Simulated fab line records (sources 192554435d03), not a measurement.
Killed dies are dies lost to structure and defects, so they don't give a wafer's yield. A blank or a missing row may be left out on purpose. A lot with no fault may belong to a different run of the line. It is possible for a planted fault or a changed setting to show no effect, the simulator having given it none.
fab line records + flow n5-finfet + part 1 of 2: steps 1 to 4 of 6
record:
- lots: 23
- wafers: 69
- last-day: 18
route steps=1938 shown BEOL_M0_SAQP@632 BEOL_M0@715
lots that met no fault: taken from a fault-free run of the same line
start-h: start of the lot's first displayed wafer, in hours after the record's first day + wait-h: hours since the lot's step before + " repeats the value in the row above + L1.1+2: a single row standing in for several wafers + - value missing, or start not given + * or withheld: withheld + < > ~ a bound
route shown NAME@n: a module of which the file shows steps, and the number in the route of the first + usual: the fault-free wafers' mean and standard deviation + same: alike in all rows + chamber/n: place in a boat + sites: per-site readings + _std_site: standard deviation of those values + _edge_site: mean of outer sites minus mean of inner sites + radius-mm: for every site, how far away it sits from the centre of the wafer + mask NAME#n: copy n + behind: the most recent tool/chamber to have shaped the wafer + hold: cause of the lot's hold/its duration in hours/its outcome + device: whichever transistor did not switch (one of n, p or np) + end of line: tests of these same wafers at the route's end + where a step has no rows: the recipe by itself + killed: the dies lost at the first sort to structure and to defects; this is not the yield of the wafer + map: a wafer's dies, x killed, . not, _ none there
set.NAME: the setting the step ran with; set.NAME@STEP: the setting that earlier step ran with + model.NAME: the simulator's own value behind a step, which no gauge read
route steps across a sampled set of lots; one table per step, one row per wafer
services: a tool's chamber out of use, with start hour (start-h, from the record's first day; less than 0 if before it), hours out, and reason
== steps ==
step: N5_BEOL_M0_SAQP_PECVD_00
recipe:
- material: SiCN
- target-thk-a: 80
- temp-c: withheld
- precursor: 3MS/NH3
- pressure-torr: 3
- rf-w: 202
- time-s: 14
usual:
- showerhead-plenum-p-Torr: 3.662/0.018
- throttle-valve-pct: 9.0/0.37
same:
- time-s: 14
| lot.wafer | tool     | chamber | start-h | wait-h | showerhead-plenum-p-Torr | throttle-valve-pct |
|-----------|----------|---------|---------|--------|--------------------------|--------------------|
| L075.1    | pecvd-01 | 0       | 117.47  | 0.2    | 3.664                    | 9.2                |
| L075.2    | "        | 1       | "       | "      | 3.694                    | 9.2                |
| L075.5    | "        | 2       | "       | "      | 3.651                    | 8.5                |
| L076.2    | pecvd-02 | 1       | 120.47  | 0.2    | 3.682                    | 9.5                |
| L076.4    | "        | 2       | "       | "      | 3.646                    | 9.2                |
| L076.5    | "        | 1       | "       | "      | 3.680                    | 9.6                |
| L077.3    | pecvd-04 | 1       | 125.61  | 0.1    | 3.662                    | 8.4                |
| L077.5    | "        | 2       | "       | "      | 3.664                    | 8.6                |
| L077.6    | "        | 1       | "       | "      | 3.669                    | 8.7                |
| L078.1    | pecvd-02 | 1       | 131.19  | 0.2    | 3.695                    | 9.6                |
| L078.4    | "        | 0       | "       | "      | 3.652                    | 9.0                |
| L078.5    | "        | 0       | "       | "      | 3.651                    | 9.2                |
| L079.1    | pecvd-02 | 1       | 134.19  | 0.2    | 3.678                    | 9.3                |
| L079.3    | "        | 1       | "       | "      | 3.677                    | 9.5                |
| L079.5    | "        | 0       | "       | "      | 3.642                    | 9.3                |
| L080.2    | pecvd-01 | 2       | 145.46  | 0.2    | 3.651                    | 8.7                |
| L080.5    | "        | 2       | "       | "      | 3.643                    | 8.4                |
| L080.6    | "        | 0       | "       | "      | 3.655                    | 9.0                |
| L081.1    | pecvd-01 | 2       | 148.96  | 0.2    | 3.644                    | 8.5                |
| L081.2    | "        | 0       | "       | "      | 3.662                    | 9.1                |
| L081.3    | "        | 2       | "       | "      | 3.654                    | 8.7                |
| L082.1    | pecvd-01 | 0       | 156.83  | 0.2    | 3.664                    | 9.1                |
| L082.3    | "        | 2       | "       | "      | 3.643                    | 8.5                |
| L082.5    | "        | 1       | "       | "      | 3.685                    | 9.1                |
| L084.1    | pecvd-02 | 2       | 163.65  | 0.2    | 3.652                    | 9.2                |
| L084.3    | "        | 1       | "       | "      | 3.677                    | 9.6                |
| L084.6    | "        | 1       | "       | "      | 3.688                    | 9.6                |
| L083.2    | pecvd-01 | 2       | 166.90  | 0.2    | 3.645                    | 8.4                |
| L083.5    | "        | 2       | "       | "      | 3.641                    | 8.8                |
| L083.6    | "        | 0       | "       | "      | 3.661                    | 8.5                |
| L085.2    | pecvd-02 | 1       | 174.20  | 0.2    | 3.677                    | 9.3                |
| L085.5    | "        | 1       | "       | "      | 3.684                    | 9.4                |
| L085.6    | "        | 2       | "       | "      | 3.650                    | 9.1                |
| L086.3    | pecvd-01 | 2       | 177.93  | 0.1    | 3.644                    | 8.6                |
| L086.4    | "        | 2       | "       | "      | 3.647                    | 8.5                |
| L086.5    | "        | 0       | "       | "      | 3.661                    | 8.9                |
| L087.1    | pecvd-01 | 0       | 181.19  | 0.2    | 3.671                    | 9.1                |
| L087.4    | "        | 2       | "       | "      | 3.634                    | 8.5                |
| L087.5    | "        | 0       | "       | "      | 3.654                    | 9.0                |
| L088.2    | pecvd-01 | 0       | 187.02  | 0.2    | 3.672                    | 9.1                |
| L088.3    | "        | 1       | "       | "      | 3.687                    | 9.2                |
| L088.5    | "        | 2       | "       | "      | 3.641                    | 8.3                |
| L089.1    | pecvd-01 | 1       | 198.16  | 0.2    | 3.691                    | 9.1                |
| L089.2    | "        | 2       | "       | "      | 3.656                    | 8.6                |
| L089.4    | "        | 2       | "       | "      | 3.649                    | 8.8                |
| L090.1    | pecvd-01 | 0       | 201.16  | 0.2    | 3.658                    | 9.3                |
| L090.2    | "        | 2       | "       | "      | 3.642                    | 8.5                |
| L090.3    | "        | 1       | "       | "      | 3.689                    | 9.0                |
| L091.3    | pecvd-02 | 1       | 206.69  | 0.1    | 3.683                    | 9.7                |
| L091.4    | "        | 0       | "       | "      | 3.655                    | 9.0                |
| L091.6    | "        | 1       | "       | "      | 3.679                    | 9.5                |
| L092.4    | pecvd-04 | 0       | 217.28  | 0.1    | 3.644                    | 8.8                |
| L092.5    | "        | 2       | "       | "      | 3.660                    | 8.3                |
| L092.6    | "        | 1       | "       | "      | 3.654                    | 8.8                |
| L093.1    | pecvd-01 | 2       | 220.26  | 0.2    | 3.645                    | 8.6                |
| L093.4    | "        | 0       | "       | "      | 3.653                    | 9.3                |
| L093.6    | "        | 1       | "       | "      | 3.682                    | 9.2                |
| L094.1    | pecvd-01 | 0       | 225.44  | 0.2    | 3.664                    | 9.1                |
| L094.2    | "        | 1       | "       | "      | 3.694                    | 9.2                |
| L094.3    | "        | 2       | "       | "      | 3.645                    | 8.7                |
| L095.1    | pecvd-01 | 1       | 233.64  | 0.2    | 3.683                    | 9.3                |
| L095.2    | "        | 0       | "       | "      | 3.647                    | 9.0                |
| L095.3    | "        | 2       | "       | "      | 3.654                    | 8.7                |
| L096.1    | pecvd-01 | 2       | 236.69  | 0.2    | 3.652                    | 9.1                |
| L096.3    | "        | 0       | "       | "      | 3.658                    | 9.0                |
| L096.4    | "        | 2       | "       | "      | 3.643                    | 8.8                |
| L097.1    | pecvd-04 | 1       | 242.81  | 0.2    | 3.659                    | 8.4                |
| L097.3    | "        | 1       | "       | "      | 3.663                    | 8.5                |
| L097.6    | "        | 0       | "       | "      | 3.661                    | 8.7                |
step: N5_BEOL_M0_SAQP_INSPECT_16
recipe:
- mode: adi
- inspect-instrument: brightfield
usual:
- raw-defect-count: 508/150
| lot.wafer | tool              | chamber | start-h | wait-h | raw-defect-count |
|-----------|-------------------|---------|---------|--------|------------------|
| L075.1    | defect-inspect-02 | -       | 118.64  | 0.0    | 415              |
| L075.2    | "                 | -       | "       | "      | 529              |
| L075.5    | "                 | -       | "       | "      | 466              |
| L076.2    | defect-inspect-01 | -       | 122.56  | 0.0    | 480              |
| L076.4    | "                 | -       | "       | "      | 358              |
| L076.5    | "                 | -       | "       | "      | 376              |
| L077.3    | defect-inspect-02 | -       | 128.00  | 0.0    | 554              |
| L077.5    | "                 | -       | "       | "      | 543              |
| L077.6    | "                 | -       | "       | "      | 479              |
| L078.1    | defect-inspect-01 | -       | 133.39  | 0.0    | 582              |
| L078.4    | "                 | -       | "       | "      | 585              |
| L078.5    | "                 | -       | "       | "      | 355              |
| L079.1    | defect-inspect-02 | -       | 135.31  | 0.0    | 508              |
| L079.3    | "                 | -       | "       | "      | 609              |
| L079.5    | "                 | -       | "       | "      | 549              |
| L080.2    | defect-inspect-01 | -       | 147.24  | 0.0    | 472              |
| L080.5    | "                 | -       | "       | "      | 573              |
| L080.6    | "                 | -       | "       | "      | 493              |
| L081.1    | defect-inspect-02 | -       | 150.59  | 0.0    | 463              |
| L081.2    | "                 | -       | "       | "      | 730              |
| L081.3    | "                 | -       | "       | "      | 444              |
| L082.1    | defect-inspect-01 | -       | 158.08  | 0.0    | 308              |
| L082.3    | "                 | -       | "       | "      | 478              |
| L082.5    | "                 | -       | "       | "      | 597              |
| L084.1    | defect-inspect-02 | -       | 166.98  | 0.0    | 544              |
| L084.3    | "                 | -       | "       | "      | 520              |
| L084.6    | "                 | -       | "       | "      | 558              |
| L083.2    | defect-inspect-01 | -       | 168.72  | 0.0    | 528              |
| L083.5    | "                 | -       | "       | "      | 962              |
| L083.6    | "                 | -       | "       | "      | 680              |
| L085.2    | defect-inspect-02 | -       | 175.16  | 0.0    | 339              |
| L085.5    | "                 | -       | "       | "      | 642              |
| L085.6    | "                 | -       | "       | "      | 564              |
| L086.3    | defect-inspect-01 | -       | 180.00  | 0.0    | 673              |
| L086.4    | "                 | -       | "       | "      | 450              |
| L086.5    | "                 | -       | "       | "      | 691              |
| L087.1    | defect-inspect-02 | -       | 183.80  | 0.0    | 501              |
| L087.4    | "                 | -       | "       | "      | 390              |
| L087.5    | "                 | -       | "       | "      | 506              |
| L088.2    | defect-inspect-02 | -       | 189.68  | 0.0    | 358              |
| L088.3    | "                 | -       | "       | "      | 411              |
| L088.5    | "                 | -       | "       | "      | 358              |
| L089.1    | defect-inspect-01 | -       | 199.40  | 0.0    | 420              |
| L089.2    | "                 | -       | "       | "      | 438              |
| L089.4    | "                 | -       | "       | "      | 470              |
| L090.1    | defect-inspect-01 | -       | 202.49  | 0.0    | 357              |
| L090.2    | "                 | -       | "       | "      | 308              |
| L090.3    | "                 | -       | "       | "      | 306              |
| L091.3    | defect-inspect-01 | -       | 208.25  | 0.0    | 799              |
| L091.4    | "                 | -       | "       | "      | 777              |
| L091.6    | "                 | -       | "       | "      | 487              |
| L092.4    | defect-inspect-02 | -       | 219.57  | 0.0    | 441              |
| L092.5    | "                 | -       | "       | "      | 485              |
| L092.6    | "                 | -       | "       | "      | 344              |
| L093.1    | defect-inspect-02 | -       | 223.74  | 0.0    | 413              |
| L093.4    | "                 | -       | "       | "      | 449              |
| L093.6    | "                 | -       | "       | "      | 478              |
| L094.1    | defect-inspect-01 | -       | 227.14  | 0.0    | 367              |
| L094.2    | "                 | -       | "       | "      | 352              |
| L094.3    | "                 | -       | "       | "      | 526              |
| L095.1    | defect-inspect-01 | -       | 235.41  | 0.0    | 264              |
| L095.2    | "                 | -       | "       | "      | 440              |
| L095.3    | "                 | -       | "       | "      | 420              |
| L096.1    | defect-inspect-02 | -       | 238.93  | 0.0    | 456              |
| L096.3    | "                 | -       | "       | "      | 423              |
| L096.4    | "                 | -       | "       | "      | 284              |
| L097.1    | defect-inspect-02 | -       | 244.37  | 0.0    | 628              |
| L097.3    | "                 | -       | "       | "      | 345              |
| L097.6    | "                 | -       | "       | "      | 555              |
step: N5_BEOL_M0_SAQP_STRIP_86
recipe:
- chemistry: N2/H2
- power-w: 500
- temp-c: 40
- pressure-mtorr: 50
- rf-frequency-hz: 6e+07
- overash-fraction: 0.3
- bias-power-w: 28
- h2-frac: 0.5
- n2-flow-sccm: 300
- h2-flow-sccm: 300
usual:
- bias-power-w: 28.01/0.095
- drypump-motor-current-A: 5.7/0.45
- oes-product-au: 0.80/0.075
- rf-vpp-V: 122.0/1.5
- showerhead-plenum-p-Torr: 3.37/0.12
- throttle-valve-pct: 18.9/0.37
| lot.wafer | tool        | chamber | start-h | wait-h | bias-power-w | drypump-motor-current-A | oes-product-au | rf-hours-counter-h | rf-vpp-V | showerhead-plenum-p-Torr | throttle-valve-pct |
|-----------|-------------|---------|---------|--------|--------------|-------------------------|----------------|--------------------|----------|--------------------------|--------------------|
| L075.1    | rie-diel-03 | 2       | 119.46  | 0.1    | 28.14        | 6.2                     | 0.87           | 51                 | 125.0    | 3.41                     | 18.4               |
| L075.2    | "           | 0       | "       | "      | 27.99        | 5.4                     | 0.77           | 130                | 123.4    | 3.37                     | 18.7               |
| L075.5    | "           | 0       | "       | "      | 27.93        | 5.4                     | 0.76           | -                  | 122.5    | 3.37                     | 18.7               |
| L076.2    | rie-diel-03 | 0       | 123.03  | 0.1    | 27.94        | 5.4                     | 0.77           | 132                | 122.1    | 3.37                     | 18.7               |
| L076.4    | "           | 0       | "       | "      | 28.05        | 5.4                     | 0.77           | -                  | 123.0    | 3.37                     | 18.7               |
| L076.5    | "           | 2       | "       | "      | 27.98        | 6.2                     | 0.88           | -                  | 123.9    | 3.41                     | 18.4               |
| L077.3    | rie-diel-03 | 0       | 128.41  | 0.1    | 27.83        | 5.4                     | 0.77           | 133                | 123.4    | 3.37                     | 18.7               |
| L077.5    | "           | 1       | "       | "      | 28.04        | 6.0                     | 0.74           | -                  | 122.3    | 3.20                     | 18.9               |
| L077.6    | "           | 2       | "       | "      | 28.00        | 6.2                     | 0.87           | -                  | 120.2    | 3.41                     | 18.4               |
| L078.1    | rie-diel-03 | 0       | 133.80  | 0.1    | 28.06        | 5.4                     | 0.77           | 135                | 122.5    | 3.37                     | 18.7               |
| L078.4    | "           | 1       | "       | "      | 28.10        | 6.0                     | 0.74           | 174                | 121.7    | 3.20                     | 18.9               |
| L078.5    | "           | 1       | "       | "      | 28.04        | 6.0                     | 0.74           | -                  | 123.7    | 3.20                     | 18.9               |
| L079.1    | rie-diel-04 | 0       | 135.72  | 0.1    | 27.98        | 6.3                     | 0.75           | 162                | 122.0    | 3.36                     | 18.6               |
| L079.3    | "           | 1       | "       | "      | 27.98        | 5.4                     | 0.88           | 36                 | 120.8    | 3.28                     | 19.5               |
| L079.5    | "           | 1       | "       | "      | 28.02        | 5.4                     | 0.86           | -                  | 122.2    | 3.28                     | 19.5               |
| L080.2    | rie-diel-05 | 0       | 147.64  | 0.1    | 28.03        | 6.4                     | 0.88           | 39                 | 122.9    | 3.29                     | 19.4               |
| L080.5    | "           | 3       | "       | "      | 27.91        | 5.3                     | 0.71           | -                  | 121.5    | 3.32                     | 18.8               |
| L080.6    | "           | 2       | "       | "      | 28.05        | 5.5                     | 0.89           | -                  | 122.3    | 3.55                     | 19.3               |
| L081.1    | rie-diel-05 | 0       | 151.23  | 0.1    | 28.14        | 6.4                     | 0.89           | 40                 | 121.2    | 3.29                     | 19.5               |
| L081.2    | "           | 2       | "       | "      | 27.99        | 5.5                     | 0.87           | 60                 | 123.4    | 3.55                     | 19.3               |
| L081.3    | "           | 3       | "       | "      | 27.98        | 5.3                     | 0.71           | 221                | 121.3    | 3.32                     | 18.8               |
| L082.1    | rie-diel-03 | 1       | 158.49  | 0.1    | 28.25        | 6.0                     | 0.73           | 182                | 121.0    | 3.20                     | 18.9               |
| L082.3    | "           | 3       | "       | "      | 28.00        | 6.1                     | 0.97           | 8                  | 123.5    | 3.58                     | 19.3               |
| L082.5    | "           | 1       | "       | "      | 28.16        | 6.0                     | 0.74           | -                  | 117.6    | 3.20                     | 18.9               |
| L084.1    | rie-diel-04 | 2       | 167.40  | 0.1    | 27.98        | 4.8                     | 0.72           | 177                | 123.6    | 3.48                     | 18.7               |
| L084.3    | "           | 1       | "       | "      | 28.24        | 5.4                     | 0.86           | 46                 | 123.1    | 3.27                     | 19.5               |
| L084.6    | "           | 2       | "       | "      | 27.91        | 4.8                     | 0.74           | -                  | 122.8    | 3.48                     | 18.7               |
| L083.2    | rie-diel-03 | 0       | 169.29  | 0.1    | 28.06        | 5.4                     | 0.75           | 148                | 123.1    | 3.36                     | 18.7               |
| L083.5    | "           | 0       | "       | "      | 28.12        | 5.4                     | 0.75           | -                  | 121.6    | 3.36                     | 18.8               |
| L083.6    | "           | 3       | "       | "      | 27.98        | 6.1                     | 0.97           | -                  | 121.6    | 3.58                     | 19.3               |
| L085.2    | rie-diel-05 | 1       | 175.69  | 0.2    | 27.94        | 5.4                     | 0.87           | 53                 | 122.4    | 3.55                     | 18.6               |
| L085.5    | "           | 2       | "       | "      | 28.12        | 5.5                     | 0.86           | -                  | 124.7    | 3.54                     | 19.3               |
| L085.6    | "           | 1       | "       | "      | 28.06        | 5.3                     | 0.88           | -                  | 123.2    | 3.55                     | 18.6               |
| L086.3    | rie-diel-03 | 3       | 180.44  | 0.1    | 27.79        | 6.1                     | 0.94           | 15                 | 121.7    | 3.58                     | 19.3               |
| L086.4    | "           | 1       | "       | "      | 27.83        | 6.0                     | 0.73           | 189                | 122.8    | 3.19                     | 19.0               |
| L086.5    | "           | 0       | "       | "      | 28.12        | 5.4                     | 0.77           | -                  | 124.0    | 3.36                     | 18.8               |
| L087.1    | rie-diel-05 | 3       | 184.21  | 0.1    | 28.00        | 5.3                     | 0.71           | 231                | 123.8    | 3.31                     | 18.8               |
| L087.4    | "           | 2       | "       | "      | 27.99        | 5.5                     | 0.86           | 70                 | 122.8    | 3.54                     | 19.4               |
| L087.5    | "           | 1       | "       | "      | 27.92        | 5.3                     | 0.87           | -                  | 122.8    | 3.55                     | 18.6               |
| L088.2    | rie-diel-03 | 1       | 190.22  | 0.1    | 27.93        | 6.0                     | 0.74           | 192                | 121.3    | 3.19                     | 19.0               |
| L088.3    | "           | 3       | "       | "      | 28.16        | 6.1                     | 0.91           | 19                 | 122.9    | 3.58                     | 19.3               |
| L088.5    | "           | 3       | "       | "      | 28.12        | 6.1                     | 0.94           | -                  | 123.3    | 3.58                     | 19.3               |
| L089.1    | rie-diel-03 | 3       | 199.81  | 0.1    | 28.14        | 6.1                     | 0.93           | 22                 | 124.5    | 3.57                     | 19.3               |
| L089.2    | "           | 0       | "       | "      | 28.06        | 5.4                     | 0.75           | 158                | 122.2    | 3.36                     | 18.8               |
| L089.4    | "           | 2       | "       | "      | 27.95        | 6.2                     | 0.82           | 76                 | 123.0    | 3.40                     | 18.4               |
| L090.1    | rie-diel-05 | 0       | 202.89  | 0.1    | 27.92        | 6.4                     | 0.86           | 55                 | 123.0    | 3.28                     | 19.5               |
| L090.2    | "           | 3       | "       | "      | 27.92        | 5.4                     | 0.70           | 238                | 120.8    | 3.31                     | 18.8               |
| L090.3    | "           | 2       | "       | "      | 28.02        | 5.5                     | 0.84           | 75                 | 123.9    | 3.54                     | 19.4               |
| L091.3    | rie-diel-04 | 3       | 208.66  | 0.1    | 28.03        | 6.1                     | 0.74           | 167                | 121.2    | 3.21                     | 18.9               |
| L091.4    | "           | 0       | "       | "      | 28.00        | 6.3                     | 0.74           | 183                | 122.5    | 3.34                     | 18.6               |
| L091.6    | "           | 0       | "       | "      | 27.99        | 6.3                     | 0.74           | -                  | 122.8    | 3.34                     | 18.6               |
| L092.4    | rie-diel-05 | 2       | 220.36  | 0.1    | 28.10        | 5.4                     | 0.85           | 81                 | 120.4    | 3.53                     | 19.4               |
| L092.5    | "           | 0       | "       | "      | 28.08        | 6.4                     | 0.85           | -                  | 120.7    | 3.28                     | 19.5               |
| L092.6    | "           | 1       | "       | "      | 28.02        | 5.4                     | 0.86           | -                  | 122.4    | 3.55                     | 18.6               |
| L093.1    | rie-diel-04 | 2       | 224.15  | 0.1    | 28.12        | 4.8                     | 0.72           | 194                | 121.4    | 3.47                     | 18.7               |
| L093.4    | "           | 3       | "       | "      | 27.99        | 6.0                     | 0.73           | 171                | 119.5    | 3.21                     | 19.0               |
| L093.6    | "           | 0       | "       | "      | 27.83        | 6.3                     | 0.73           | -                  | 124.3    | 3.34                     | 18.6               |
| L094.1    | rie-diel-05 | 2       | 227.55  | 0.1    | 28.04        | 5.5                     | 0.84           | 83                 | 125.8    | 3.53                     | 19.4               |
| L094.2    | "           | 1       | "       | "      | 28.15        | 5.3                     | 0.86           | 69                 | 120.7    | 3.54                     | 18.6               |
| L094.3    | "           | 0       | "       | "      | 28.05        | 6.3                     | 0.85           | 63                 | 120.1    | 3.28                     | 19.5               |
| L095.1    | rie-diel-04 | 0       | 235.92  | 0.2    | 28.09        | 6.3                     | 0.73           | 192                | 121.9    | 3.34                     | 18.6               |
| L095.2    | "           | 1       | "       | "      | 28.01        | 5.4                     | 0.83           | 67                 | 121.4    | 3.26                     | 19.5               |
| L095.3    | "           | 3       | "       | "      | 28.00        | 6.1                     | 0.73           | 174                | 121.9    | 3.21                     | 19.0               |
| L096.1    | rie-diel-04 | 3       | 239.57  | 0.1    | 28.07        | 6.0                     | 0.73           | 176                | 122.9    | 3.21                     | 19.0               |
| L096.3    | "           | 2       | "       | "      | 28.20        | 4.8                     | 0.70           | 199                | 122.1    | 3.47                     | 18.7               |
| L096.4    | "           | 1       | "       | "      | 27.90        | 5.4                     | 0.83           | 68                 | 121.9    | 3.26                     | 19.5               |
| L097.1    | rie-diel-04 | 1       | 244.77  | 0.1    | 28.01        | 5.4                     | 0.83           | 70                 | 120.6    | 3.26                     | 19.5               |
| L097.3    | "           | 0       | "       | "      | 27.97        | 6.3                     | 0.72           | 195                | 120.0    | 3.34                     | 18.6               |
| L097.6    | "           | 0       | "       | "      | 28.05        | 6.3                     | 0.73           | -                  | 118.5    | 3.34                     | 18.7               |
step: N5_BEOL_M0_SAQP_CD_MEAS_40
recipe:
- target-cd-nm: 30
- landing-energy-ev: 500
- detector: se-inlens
usual:
- cd-nm: 29.98/0.23
| lot.wafer | tool      | chamber | start-h | wait-h | cd-nm |
|-----------|-----------|---------|---------|--------|-------|
| L075.1    | cd-sem-01 | 0       | 123.12  | -      | 29.73 |
| L075.2    | "         | 0       | "       | "      | 29.91 |
| L075.5    | "         | 0       | "       | "      | 29.69 |
| L076.2    | cd-sem-01 | 0       | 128.20  | -      | 30.18 |
| L076.4    | "         | 0       | "       | "      | 29.83 |
| L076.5    | "         | 0       | "       | "      | 30.33 |
| L077.3    | cd-sem-03 | 0       | 132.09  | -      | 30.05 |
| L077.5    | "         | 0       | "       | "      | 30.25 |
| L077.6    | "         | 0       | "       | "      | 30.27 |
| L078.1    | cd-sem-02 | 0       | 138.60  | -      | 30.06 |
| L078.4    | "         | 0       | "       | "      | 30.36 |
| L078.5    | "         | 0       | "       | "      | 29.64 |
| L079.1    | cd-sem-02 | 0       | 140.80  | -      | 30.05 |
| L079.3    | "         | 0       | "       | "      | 30.24 |
| L079.5    | "         | 0       | "       | "      | 30.32 |
| L080.2    | cd-sem-02 | 0       | 151.71  | -      | 30.24 |
| L080.5    | "         | 0       | "       | "      | 29.81 |
| L080.6    | "         | 0       | "       | "      | 30.23 |
| L081.1    | cd-sem-01 | 0       | 154.62  | -      | 30.18 |
| L081.2    | "         | 0       | "       | "      | 29.77 |
| L081.3    | "         | 0       | "       | "      | 30.09 |
| L082.1    | cd-sem-02 | 0       | 162.10  | -      | 29.92 |
| L082.3    | "         | 0       | "       | "      | 30.23 |
| L082.5    | "         | 0       | "       | "      | 30.12 |
| L084.1    | cd-sem-01 | 0       | 170.78  | -      | 29.99 |
| L084.3    | "         | 0       | "       | "      | 30.08 |
| L084.6    | "         | 0       | "       | "      | 29.97 |
| L083.2    | cd-sem-02 | 0       | 172.98  | -      | 29.96 |
| L083.5    | "         | 0       | "       | "      | 29.90 |
| L083.6    | "         | 0       | "       | "      | 29.98 |
| L085.2    | cd-sem-02 | 0       | 179.31  | -      | 30.05 |
| L085.5    | "         | 0       | "       | "      | 29.80 |
| L085.6    | "         | 0       | "       | "      | 29.72 |
| L086.3    | cd-sem-01 | 0       | 183.92  | -      | 30.12 |
| L086.4    | "         | 0       | "       | "      | 29.53 |
| L086.5    | "         | 0       | "       | "      | 29.77 |
| L087.1    | cd-sem-01 | 0       | 187.71  | -      | 29.87 |
| L087.4    | "         | 0       | "       | "      | 29.57 |
| L087.5    | "         | 0       | "       | "      | 29.88 |
| L088.2    | cd-sem-02 | 0       | 193.89  | -      | 30.03 |
| L088.3    | "         | 0       | "       | "      | 29.73 |
| L088.5    | "         | 0       | "       | "      | 30.22 |
| L089.1    | cd-sem-03 | 0       | 203.20  | -      | 29.44 |
| L089.2    | "         | 0       | "       | "      | 29.43 |
| L089.4    | "         | 0       | "       | "      | 29.45 |
| L090.1    | cd-sem-02 | 0       | 206.29  | -      | 30.04 |
| L090.2    | "         | 0       | "       | "      | 30.07 |
| L090.3    | "         | 0       | "       | "      | 30.29 |
| L091.3    | cd-sem-03 | 0       | 212.48  | -      | 29.71 |
| L091.4    | "         | 0       | "       | "      | 29.33 |
| L091.6    | "         | 0       | "       | "      | 29.94 |
| L092.4    | cd-sem-02 | 0       | 224.03  | -      | 30.26 |
| L092.5    | "         | 0       | "       | "      | 29.80 |
| L092.6    | "         | 0       | "       | "      | 29.84 |
| L093.1    | cd-sem-01 | 0       | 228.08  | -      | 30.66 |
| L093.4    | "         | 0       | "       | "      | 30.47 |
| L093.6    | "         | 0       | "       | "      | 29.98 |
| L094.1    | cd-sem-02 | 0       | 231.76  | -      | 30.16 |
| L094.2    | "         | 0       | "       | "      | 29.93 |
| L094.3    | "         | 0       | "       | "      | 29.88 |
| L095.1    | cd-sem-01 | 0       | 239.35  | -      | 30.00 |
| L095.2    | "         | 0       | "       | "      | 30.24 |
| L095.3    | "         | 0       | "       | "      | 29.97 |
| L096.1    | cd-sem-01 | 0       | 243.87  | -      | 30.32 |
| L096.3    | "         | 0       | "       | "      | 29.89 |
| L096.4    | "         | 0       | "       | "      | 29.64 |
| L097.1    | cd-sem-01 | 0       | 248.31  | -      | 30.01 |
| L097.3    | "         | 0       | "       | "      | 30.00 |
| L097.6    | "         | 0       | "       | "      | 29.60 |
